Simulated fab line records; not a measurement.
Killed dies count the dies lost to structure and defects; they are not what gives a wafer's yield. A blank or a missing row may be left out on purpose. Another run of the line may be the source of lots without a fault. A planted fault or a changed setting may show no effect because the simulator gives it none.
fab line records :: flow nand_harc
record
  lots=4
  wafers=12
  last_day=32
route steps=1302 shown A_ONON_D1@440 A_CHANNEL_HOLE_D1@450 END@1302
lots that met no fault: taken from a fault-free run of the same line
start_h: hours from the record's first day to the start of the lot's first wafer shown :: wait_h: hours from the lot's prior step to this one :: " repeats the value in the row above :: L1.1+2: a row that stands for several wafers :: - no value, or no start given :: * or withheld: withheld :: < > ~ a bound
route shown NAME@n: a module of which the file shows steps, and the number in the route of the first :: usual: the fault-free wafers' mean and standard deviation :: same: alike in all rows :: chamber/n: place in a boat :: sites: each site's reading :: _std_site: how widely they spread, as a standard deviation :: _edge_site: outer sites' mean less inner sites' :: radius_mm: how far each site lies from the wafer's centre :: mask NAME#n: copy n :: behind: the most recent tool/chamber to have shaped the wafer :: hold: what put the lot on hold/how long, in hours/how the hold closed :: device: which transistor (n, p or np) failed to switch :: end of line: tests of these same wafers at the route's end :: for a step that has no rows: nothing shown but its recipe :: killed: the dies lost at the first sort to structure and to defects; this is not the yield of the wafer :: map: the dies of a wafer, with x for killed, . for not killed, _ for no die there
set.NAME: the setting that was run; set.NAME@STEP: the one run at that earlier step :: model.NAME: the simulator's own value behind a step, which no gauge read
lots at some steps of the route; a table a step, a row a wafer
services: a tool's chamber out of use, with start hour (start_h, from the record's first day; less than 0 if before it), hours out, and reason
## steps
# step NHARC_A_ONON_D1_DEP_22
# recipe
  target_thk_a=10000
  n2_flow_sccm=2750
  n2o_flow_sccm=2000
  nh3_flow_sccm=500
  sih4_flow_sccm=210
  temp_c=400
# step NHARC_A_ONON_D1_DEP_25
# recipe
  target_thk_a=10000
  n2_flow_sccm=2750
  n2o_flow_sccm=2000
  nh3_flow_sccm=500
  sih4_flow_sccm=210
  temp_c=400
# step NHARC_A_ONON_D1_DEP_28
# recipe
  target_thk_a=10000
  n2_flow_sccm=2750
  n2o_flow_sccm=2000
  nh3_flow_sccm=500
  sih4_flow_sccm=210
  temp_c=400
# step NHARC_A_ONON_D1_DEP_33
# recipe
  target_thk_a=2000
  temp_c=400
  pressure_torr=6.5
  rf_w=900
  teos_flow_sccm=161.4
  flow_sccm=2650
  target_thk_nm=200
  gas=O2
  material=SiO2
# step NHARC_A_CHANNEL_HOLE_D1_DEP_00
# recipe
  target_thk_a=31000
  temp_c=400
  material=aC
# step NHARC_A_CHANNEL_HOLE_D1_DEP_01
# recipe
  target_thk_a=1400
  target_thk_nm=140
  temp_c=400
  pressure_torr=3.5
  flow_sccm=200
  rf_w=350
  material=SiON
# usual
  heater_power_outer_w=449/56
  heater_power_w=746/83
lot.wafer: L497.2
tool: pecvd-01
chamber: 0
start_h: 257.42
wait_h: 1.3
heater_power_outer_w: 535
heater_power_w: 818

lot.wafer: L497.1
tool: pecvd-01
chamber: 1
start_h: 257.42
wait_h: 1.3
heater_power_outer_w: 511
heater_power_w: 751

lot.wafer: L497.4
tool: pecvd-01
chamber: 0
start_h: 257.42
wait_h: 1.3
heater_power_outer_w: 558
heater_power_w: 851

lot.wafer: L499.1
tool: pecvd-01
chamber: 2
start_h: 272.50
wait_h: 1.7
heater_power_outer_w: 360
heater_power_w: 602

lot.wafer: L499.4
tool: pecvd-01
chamber: 1
start_h: 272.50
wait_h: 1.7
heater_power_outer_w: 485
heater_power_w: 740

lot.wafer: L499.5
tool: pecvd-01
chamber: 2
start_h: 272.50
wait_h: 1.7
heater_power_outer_w: 381
heater_power_w: 601

lot.wafer: L506.1
tool: pecvd-02
chamber: 0
start_h: 344.27
wait_h: 1.6
heater_power_outer_w: 497
heater_power_w: 871

lot.wafer: L506.5
tool: pecvd-02
chamber: 0
start_h: 344.27
wait_h: 1.6
heater_power_outer_w: 497
heater_power_w: 878

lot.wafer: L506.4
tool: pecvd-02
chamber: 1
start_h: 344.27
wait_h: 1.6
heater_power_outer_w: 395
heater_power_w: 664

lot.wafer: L510.3
tool: pecvd-01
chamber: 0
start_h: 378.13
wait_h: 1.0
heater_power_outer_w: 424
heater_power_w: 681

lot.wafer: L510.6
tool: pecvd-01
chamber: 2
start_h: 378.13
wait_h: 1.0
heater_power_outer_w: 335
heater_power_w: 571

lot.wafer: L510.4
tool: pecvd-01
chamber: 0
start_h: 378.13
wait_h: 1.0
heater_power_outer_w: 441
heater_power_w: 697
# step NHARC_A_CHANNEL_HOLE_D1_DEHYDRATE_02
# recipe
  temp_c=150
  time_s=120
# step NHARC_A_CHANNEL_HOLE_D1_HMDS_03
# recipe
  time_s=30
# step NHARC_A_CHANNEL_HOLE_D1_COAT_36
# recipe
  temp_c=260
  time_s=75
# step NHARC_A_CHANNEL_HOLE_D1_COAT_37
# recipe
  temp_c=225
  time_s=65
# step NHARC_A_CHANNEL_HOLE_D1_COAT_04
# recipe
  spin_rpm=1500
  resist_thk_nm=90
# step NHARC_A_CHANNEL_HOLE_D1_SOFTBAKE_05
# recipe
  temp_c=105
  time_s=55
# step NHARC_A_CHANNEL_HOLE_D1_EBR_06
# step NHARC_A_CHANNEL_HOLE_D1_EXPOSE_07
# recipe
  na=1.35
  target_cd_nm=100
  sigma_outer=0.3
  dose_mj=59.65
  mask_id=HOLE_D1
# step NHARC_A_CHANNEL_HOLE_D1_PEB_08
# recipe
  peb_temp_c=100
  peb_time_s=65
# step NHARC_A_CHANNEL_HOLE_D1_DEVELOP_09
# recipe
  develop_time_s=35
  dev_temp_c=23
# step NHARC_A_CHANNEL_HOLE_D1_INSPECT_12
# usual
  raw_defect_count=6.0/2.9
lot.wafer: L497.1
tool: defect_inspect-01
chamber: -
start_h: 258.24
wait_h: 0.0
raw_defect_count: 382

lot.wafer: L497.2
tool: defect_inspect-01
chamber: -
start_h: 258.24
wait_h: 0.0
raw_defect_count: 376

lot.wafer: L497.4
tool: defect_inspect-01
chamber: -
start_h: 258.24
wait_h: 0.0
raw_defect_count: 346

lot.wafer: L499.1
tool: defect_inspect-01
chamber: -
start_h: 273.17
wait_h: 0.0
raw_defect_count: 369

lot.wafer: L499.4
tool: defect_inspect-01
chamber: -
start_h: 273.17
wait_h: 0.0
raw_defect_count: 397

lot.wafer: L499.5
tool: defect_inspect-01
chamber: -
start_h: 273.17
wait_h: 0.0
raw_defect_count: 364

lot.wafer: L506.1
tool: defect_inspect-02
chamber: -
start_h: 345.09
wait_h: 0.0
raw_defect_count: 3

lot.wafer: L506.4
tool: defect_inspect-02
chamber: -
start_h: 345.09
wait_h: 0.0
raw_defect_count: 11

lot.wafer: L506.5
tool: defect_inspect-02
chamber: -
start_h: 345.09
wait_h: 0.0
raw_defect_count: 5

lot.wafer: L510.3
tool: defect_inspect-02
chamber: -
start_h: 378.79
wait_h: 0.0
raw_defect_count: 8

lot.wafer: L510.4
tool: defect_inspect-02
chamber: -
start_h: 378.79
wait_h: 0.0
raw_defect_count: 8

lot.wafer: L510.6
tool: defect_inspect-02
chamber: -
start_h: 378.79
wait_h: 0.0
raw_defect_count: 9
# step NHARC_A_CHANNEL_HOLE_D1_DESCUM_15
# recipe
  time_s=3
  o2_flow_sccm=200
  ar_flow_sccm=0
  bias_power_w=0
  chemistry=O2
# step NHARC_A_CHANNEL_HOLE_D1_ETCH_38
# recipe
  target_depth_a=390
  over_etch_frac=0.3
  time_s=65
  ion_energy_ev=80
  cf4_flow_sccm=150
  ar_flow_sccm=0
  rf_w=300
  bias_w=100
  chemistry=CF4
# step NHARC_A_CHANNEL_HOLE_D1_ETCH_39
# recipe
  target_depth_a=2600
  over_etch_frac=0.3
  time_s=325
  ion_energy_ev=200
  n2_flow_sccm=150
  h2_flow_sccm=150
  ar_flow_sccm=0
  rf_w=400
  bias_w=150
  chemistry=N2/H2
# step NHARC_A_CHANNEL_HOLE_D1_ETCH_34
# recipe
  target_depth_a=1540
  time_s=77
  cf4_flow_sccm=100
  chf3_flow_sccm=30
  ar_flow_sccm=0
  rf_w=500
  bias_w=200
  chemistry=CF4/CHF3
# step NHARC_A_CHANNEL_HOLE_D1_ETCH_16
# recipe
  target_depth_a=31000
  over_etch_frac=0.3
  time_s=806
  ion_energy_ev=150
  o2_flow_sccm=400
  cos_flow_sccm=20
  ar_flow_sccm=0
  rf_w=500
  bias_w=300
  chemistry=O2/COS
# step NHARC_A_CHANNEL_HOLE_D1_ETCH_19
# recipe
  bias_v=1200
  source_w=2500
  pressure_mtorr=15
  time_s=34.5
  ar_flow_sccm=375
  c4f8_flow_sccm=28.8
  o2_flow_sccm=96.2
  temp_c=-20
  target_depth_a=*
  chemistry=C4F8/O2/Ar
# step NHARC_A_CHANNEL_HOLE_D1_ETCH_20
# recipe
  bias_v=3000
  source_w=withheld
  pressure_mtorr=20
  time_s=361.9
  ar_flow_sccm=375
  c4f8_flow_sccm=89.3
  o2_flow_sccm=35.7
  temp_c=-20
  target_depth_a=16000
  chemistry=C4F8/O2/Ar
# step NHARC_A_CHANNEL_HOLE_D1_ETCH_21
# recipe
  bias_v=3000
  source_w=withheld
  pressure_mtorr=20
  time_s=514.3
  ar_flow_sccm=375
  c4f8_flow_sccm=89.3
  o2_flow_sccm=35.7
  temp_c=-20
  target_depth_a=16000
  chemistry=C4F8/O2/Ar
# step NHARC_A_CHANNEL_HOLE_D1_ETCH_22
# recipe
  bias_v=3000
  source_w=withheld
  pressure_mtorr=20
  time_s=666.7
  ar_flow_sccm=375
  c4f8_flow_sccm=89.3
  o2_flow_sccm=35.7
  temp_c=-20
  target_depth_a=16000
  chemistry=C4F8/O2/Ar
# step NHARC_A_CHANNEL_HOLE_D1_ETCH_23
# recipe
  bias_v=5000
  source_w=withheld
  pressure_mtorr=20
  time_s=819
  ar_flow_sccm=375
  c4f8_flow_sccm=89.3
  o2_flow_sccm=35.7
  temp_c=-20
  target_depth_a=16000
  chemistry=C4F8/O2/Ar
# step NHARC_A_CHANNEL_HOLE_D1_ETCH_24
# recipe
  bias_v=5000
  source_w=withheld
  pressure_mtorr=20
  time_s=906.2
  ar_flow_sccm=375
  c4f8_flow_sccm=93.8
  o2_flow_sccm=31.2
  temp_c=-20
  target_depth_a=15000
  chemistry=C4F8/O2/Ar
# step NHARC_A_CHANNEL_HOLE_D1_ETCH_25
# recipe
  bias_v=5000
  source_w=withheld
  pressure_mtorr=20
  time_s=1040.2
  ar_flow_sccm=375
  c4f8_flow_sccm=93.8
  o2_flow_sccm=31.2
  temp_c=-20
  target_depth_a=15000
  chemistry=C4F8/O2/Ar
# step NHARC_A_CHANNEL_HOLE_D1_ETCH_26
# recipe
  bias_v=300
  source_w=2000
  pressure_mtorr=30
  time_s=224.1
  ar_flow_sccm=375
  c4f8_flow_sccm=11.4
  o2_flow_sccm=113.6
  temp_c=-20
  target_depth_a=3000
  chemistry=C4F8/O2/Ar
# step NHARC_A_CHANNEL_HOLE_D1_ETCH_33
# recipe
  bias_v=400
  source_w=2000
  pressure_mtorr=25
  time_s=90
  ar_flow_sccm=375
  c4f8_flow_sccm=41.7
  o2_flow_sccm=83.3
  temp_c=-20
  target_depth_a=4000
  chemistry=C4F8/O2/Ar
# step NHARC_A_CHANNEL_HOLE_D1_STRIP_41
# recipe
  n2_flow_sccm=150
  h2_flow_sccm=150
  ar_flow_sccm=0
  bias_w=0
  chemistry=N2/H2
# step NHARC_A_CHANNEL_HOLE_D1_INSPECT_40
# usual
  raw_defect_count=71/25
lot.wafer: L497.1
tool: defect_inspect-01
chamber: -
start_h: 265.33
wait_h: -
raw_defect_count: 467

lot.wafer: L497.2
tool: defect_inspect-01
chamber: -
start_h: 265.33
wait_h: -
raw_defect_count: 471

lot.wafer: L497.4
tool: defect_inspect-01
chamber: -
start_h: 265.33
wait_h: -
raw_defect_count: 427

lot.wafer: L499.1
tool: defect_inspect-01
chamber: -
start_h: 284.13
wait_h: -
raw_defect_count: 436

lot.wafer: L499.4
tool: defect_inspect-01
chamber: -
start_h: 284.13
wait_h: -
raw_defect_count: 479

lot.wafer: L499.5
tool: defect_inspect-01
chamber: -
start_h: 284.13
wait_h: -
raw_defect_count: 430

lot.wafer: L506.1
tool: defect_inspect-02
chamber: -
start_h: 352.86
wait_h: -
raw_defect_count: 65

lot.wafer: L506.4
tool: defect_inspect-02
chamber: -
start_h: 352.86
wait_h: -
raw_defect_count: 45

lot.wafer: L506.5
tool: defect_inspect-02
chamber: -
start_h: 352.86
wait_h: -
raw_defect_count: 39

lot.wafer: L510.3
tool: defect_inspect-02
chamber: -
start_h: 385.73
wait_h: -
raw_defect_count: 78

lot.wafer: L510.4
tool: defect_inspect-02
chamber: -
start_h: 385.73
wait_h: -
raw_defect_count: 69

lot.wafer: L510.6
tool: defect_inspect-02
chamber: -
start_h: 385.73
wait_h: -
raw_defect_count: 68
# step NHARC_END_SORT_01
# recipe
  temp_c=25
# usual
  killed_at_array=55/19
  killed_at_other=0.8/1.1
  killed_at_periphery=4.0/2.6
  killed_dies=60/20
  killed_open=3.4/1.7
  killed_short=2.6/1.5
# same
  gross_dies=677
lot.wafer: L497.1
tool: prober-02
chamber: 0
start_h: 644.00
wait_h: 2.5
killed_at_array: 158
killed_at_other: 3
killed_at_periphery: 4
killed_dies: 165
killed_open: 2
killed_short: 3

lot.wafer: L497.2
tool: prober-02
chamber: 0
start_h: 644.81
wait_h: 2.8
killed_at_array: 155
killed_at_other: 0
killed_at_periphery: 4
killed_dies: 159
killed_open: 1
killed_short: 3

lot.wafer: L497.4
tool: prober-02
chamber: 0
start_h: 646.42
wait_h: 3.4
killed_at_array: 164
killed_at_other: 0
killed_at_periphery: 5
killed_dies: 169
killed_open: 3
killed_short: 3

lot.wafer: L499.1
tool: prober-02
chamber: 0
start_h: 658.18
wait_h: 2.5
killed_at_array: 127
killed_at_other: 1
killed_at_periphery: 3
killed_dies: 131
killed_open: 4
killed_short: 1

lot.wafer: L499.4
tool: prober-02
chamber: 0
start_h: 660.58
wait_h: 3.4
killed_at_array: 130
killed_at_other: 0
killed_at_periphery: 5
killed_dies: 135
killed_open: 2
killed_short: 4

lot.wafer: L499.5
tool: prober-02
chamber: 0
start_h: 661.38
wait_h: 3.7
killed_at_array: 153
killed_at_other: 1
killed_at_periphery: 4
killed_dies: 158
killed_open: 2
killed_short: 3
# killed by level:class
L497.1 A_CHANNEL_HOLE_D1:unspecified=86 A_CHANNEL_HOLE_D1:chamber_film_flake=35 A_SLIT:chamber_film_flake=21 A_CHANNEL_HOLE_D2:chamber_film_flake=8 THIN_TSV:chamber_film_flake=3 P_M1:chamber_film_flake=2 A_CONTACT:chamber_film_flake=2 P_M1:geometric_particle:open=1
L497.2 A_CHANNEL_HOLE_D1:unspecified=82 A_SLIT:chamber_film_flake=31 A_CHANNEL_HOLE_D1:chamber_film_flake=27 A_CHANNEL_HOLE_D2:chamber_film_flake=6 P_M1:chamber_film_flake=3 A_WL_FILL:chamber_film_flake=3 P_M0:geometric_particle:open=1 A_ONON_D1:geometric_particle:short=1
L497.4 A_CHANNEL_HOLE_D1:unspecified=75 A_SLIT:chamber_film_flake=45 A_CHANNEL_HOLE_D1:chamber_film_flake=21 A_CHANNEL_HOLE_D2:chamber_film_flake=13 P_M1:chamber_film_flake=4 A_WL_FILL:chamber_film_flake=2 A_CONTACT:chamber_film_flake=2 P_CONTACT:geometric_particle:open=1
L499.1 A_CHANNEL_HOLE_D1:unspecified=66 A_SLIT:chamber_film_flake=26 A_CHANNEL_HOLE_D1:chamber_film_flake=23 P_ZERO_WELL:chamber_film_flake=3 A_CHANNEL_HOLE_D2:chamber_film_flake=3 A_M0:geometric_particle:open=2 A_CHANNEL_FILL_D1:chamber_film_flake=2 A_ONON_D2:geometric_particle:open=1
L499.4 A_CHANNEL_HOLE_D1:unspecified=75 A_CHANNEL_HOLE_D1:chamber_film_flake=22 A_SLIT:chamber_film_flake=18 A_CHANNEL_HOLE_D2:chamber_film_flake=8 A_CONTACT:chamber_film_flake=3 P_STI:geometric_particle:short=1 P_GATE:geometric_particle:short=1 P_CONTACT:geometric_particle:open=1
L499.5 A_CHANNEL_HOLE_D1:unspecified=74 A_SLIT:chamber_film_flake=31 A_CHANNEL_HOLE_D1:chamber_film_flake=29 A_CHANNEL_HOLE_D2:chamber_film_flake=10 P_BONDPAD:chamber_film_flake=2 A_CONTACT:chamber_film_flake=2 A_STAIRCASE:chamber_film_flake=2 P_CONTACT:geometric_particle:open=1
# map L497.4 (x killed, . not)
____________.____________
_________......._________
_______..........._______
______.............______
_____.......x......._____
____........x.x.x....____
____........x.x.x....____
___.......xxxxx.xx....___
___........xxxxxxx....___
__.......x..xxxxxx.....__
__.....x...xxxxxx.x....__
_.........xxxxxxxx......_
_.x.......xxxxxxxx......_
_.....x....xxxxxxx......_
_....x..xx.xxxxxxx......_
_....xx.x.x.xxxxxx......_
....xxxxx.x.xxxxx........
.x...xxxx..xxx...........
....xxxxxxxx...x.........
xx..xxx.xx...............
xxxxxxxxx.x..............
_xxxxx.xxx.......x......_
_..xxxxx..x............._
_xxxx.xx................_
_x.xx..................._
_.......x..............._
__........x............__
__.....................__
___x..x......x........___
___xx......x..........___
____xx.x.........x...____
____...x.............____
_____x.xx..........._____
______x............______
_______x.........._______
_________......x_________
____________.____________
# map L499.5 (x killed, . not)
____________.____________
_________.x....._________
_______..........._______
______.............______
_____..............._____
____.................____
____..............x.x____
___...............xxx.___
___..............x.xx.___
__x.............xxxxxxx__
__.....x........xxxxxx.__
_...........x..xxxxxxxx._
_....x..x......xxxxxxxx._
_.......x......xxxxxxxxx_
_....x..x......xxxxxxxxx_
_..xx.x.x.......xxxxxxx._
xx.x..xxxx....x..xxxxx...
....xxxxxxx......xxxxx...
.x..x.xxxxxx.....x.xx.x..
xxxxx.xxxx............x..
.xxxx.xxxx...............
_xxx..xxx............x.._
_xxxx..x.x.............._
_.x.x..x................_
_x.xx....x.............x_
_x.....x................_
__.....................__
__.xx..................__
___...................___
___...................___
____x................____
____.x...............____
_____..............._____
______x............______
_______..........._______
_________......._________
____________.____________
## services
tool: pecvd-02
chamber: -
start_h: 234.85
hours: 5.4
kind: repair

tool: pecvd-02
chamber: 0
start_h: 241.62
hours: -
kind: clean

tool: pecvd-02
chamber: 1
start_h: 241.62
hours: -
kind: clean

tool: pecvd-02
chamber: 2
start_h: 241.62
hours: -
kind: clean

tool: pecvd-02
chamber: 1
start_h: 292.36
hours: 3.5
kind: repair

tool: pecvd-01
chamber: 2
start_h: 308.65
hours: 4.2
kind: repair

tool: pecvd-01
chamber: -
start_h: 311.45
hours: 13.0
kind: pm

tool: pecvd-01
chamber: 0
start_h: 311.45
hours: 13.0
kind: vent_cycle

tool: pecvd-01
chamber: 1
start_h: 311.45
hours: 13.0
kind: vent_cycle

tool: pecvd-01
chamber: 0
start_h: 324.45
hours: -
kind: clean

tool: pecvd-01
chamber: 1
start_h: 324.45
hours: -
kind: clean

tool: pecvd-01
chamber: 2
start_h: 324.45
hours: -
kind: clean

tool: pecvd-02
chamber: -
start_h: 363.02
hours: 1.0
kind: repair
## key
first_sign
  step=NHARC_A_CHANNEL_HOLE_D1_INSPECT_12
  reading=raw_defect_count
  direction=up
  sigmas=99+
  usual=6.0
  struck=372.3
effect
  step=NHARC_A_CHANNEL_HOLE_D1_INSPECT_40
  reading=raw_defect_count
  direction=up
  sigmas=15
  usual=71
  struck=452
effect
  step=NHARC_END_SORT_01
  reading=killed_at_array
  direction=up
  sigmas=4.8
  usual=55
  struck=148
more_kills_born_at
  NHARC_A_CHANNEL_HOLE_D1_DEP_01@pecvd-01=458
met_at NHARC_A_CHANNEL_HOLE_D1_DEP_01
struck_wafers L497.1,L497.2,L497.4,L499.1,L499.4,L499.5
tester_left_out L497,L499
fault
  kind=chamber_particle_source
  tool=pecvd-01
  chamber=-
  onset_h=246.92
  steps=NHARC_A_CHANNEL_HOLE_D1_DEP_01
  rate_per_visit_cm2=0.56127
  end_h=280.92
# tester_left_out: of these lots the tester's yield and bins aren't shown, on N5 and GAA mostly nor the transistor test; their killed dies are dies lost to structure and defects alone, not to doping, threshold or leakage, so they don't give the yield
